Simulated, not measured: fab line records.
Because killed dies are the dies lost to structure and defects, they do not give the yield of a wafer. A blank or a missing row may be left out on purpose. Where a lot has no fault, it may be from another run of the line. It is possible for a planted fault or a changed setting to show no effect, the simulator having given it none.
Split-lot study    flow n5 finfet    on a route of 1938 steps: 7 lots, 21 wafers read

== THE SPLIT ==
At N5_SDB_COAT_05 (resist thk 90 nm), the setting spin rpm was moved away from the recipe's 1500 rpm on 7 of the 21 wafers read, by -10.1% to +11.0%. All remaining wafers had this setting at the recipe value.

The reading is taken at the split's own step.

== THE READING ==
CAR-ArF_of_SDB_COAT_05.thk nm (the simulator's own value, which no gauge read), in nm, at N5_SDB_COAT_05 (resist thk 90 nm). No usual value for it is given in the file. Here, 14 wafers ran the recipe; their average is 90.1 nm with a standard deviation of 0.15 nm.

wafer   tool, chamber at the split  spin rpm as run, rpm  against the recipe  CAR-ArF_of_SDB_COAT_05.thk nm, nm  against lot-mates on the recipe
L075.1  litho track-02, 0           1500                  recipe              90                                 -
L075.6  litho track-02, 0           1500                  recipe              90                                 -
L075.5  litho track-02, 0           1500                  recipe              90.2                               -
L080.1  litho track-02, 0           1500                  recipe              90                                 -
L080.3  litho track-02, 0           1500                  recipe              90.2                               -
L080.4  litho track-02, 0           1587                  +5.8%               87.4                               -2.7
L081.1  litho track-02, 0           1568                  +4.5%               88                                 -2.0
L081.6  litho track-02, 0           1568                  +4.5%               88                                 -2.0
L081.5  litho track-02, 0           1500                  recipe              90                                 -
L083.2  litho track-01, 0           1665                  +11.0%              85.4                               -4.6
L083.3  litho track-01, 0           1665                  +11.0%              85.4                               -4.6
L083.5  litho track-01, 0           1500                  recipe              90                                 -
L085.1  litho track-02, 0           1654                  +10.3%              86                                 -4.1
L085.3  litho track-02, 0           1500                  recipe              90                                 -
L085.6  litho track-02, 0           1500                  recipe              90.2                               -
L088.1  litho track-05, 0           1500                  recipe              90.4                               -
L088.2  litho track-05, 0           1500                  recipe              90                                 -
L088.3  litho track-05, 0           1500                  recipe              90.2                               -
L097.1  litho track-02, 0           1500                  recipe              90.2                               -
L097.5  litho track-02, 0           1500                  recipe              89.8                               -
L097.6  litho track-02, 0           1349                  -10.1%              94.8                               +4.8

THE FIT
A straight line over all 21 wafers: CAR-ArF_of_SDB_COAT_05.thk nm changes by -0.435 nm for each +1% of spin rpm; r = -1.00; the points scatter about the line by 0.18 nm.
The same after taking each lot's own level away (the mean of its wafers on the recipe; 21 wafers): -0.434 nm for each +1%; r = -1.00; scatter 0.18 nm.
That fit puts the effect of the largest move of spin rpm on the reading at 4.8 nm.
Measured against the standard deviation above, the lots' own levels, which go from 90.00 to 90.20 nm, span 1.4 times it.
So the lot-to-lot level changes the slope little: the two slopes agree.
Check: -4.77 nm against its lot-mates is what the line predicts for one of the wafers moved furthest among these (+11.0%) when that wafer is left out of the fit. Against them it came out at -4.6 nm.

== THE OTHER SPLITS THESE WAFERS WENT THROUGH ==
Before the reading, these wafers also passed through other splits. Each is held against what the fit with the lots' levels taken away leaves over:
other split on the same wafers  wafers away from the commonest value  r with CAR-ArF_of_SDB_COAT_05.thk nm (lot level and that fit taken away)
N5_WELL_APT_COAT_02 spin rpm    3                                     +0.11
N5_WELL_APT_EXPOSE_22 dose mj   7                                     +0.42
N5_WELL_APT_PEB_23 peb time s   9                                     +0.16
N5_FIN_CUT_COAT_29 spin rpm     8                                     -0.16
N5_SD_EPI_N_COAT_33 spin rpm    5                                     -0.01
N5_SD_EPI_N_PEB_07 peb time s   7                                     +0.03
N5_SD_EPI_N_EPI_21 time s       4                                     -0.34

== THE FILE'S OWN FIT ==
CAR-ArF_of_SDB_COAT_05.thk nm changes by -0.434 nm for each +1% of spin rpm, r = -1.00.
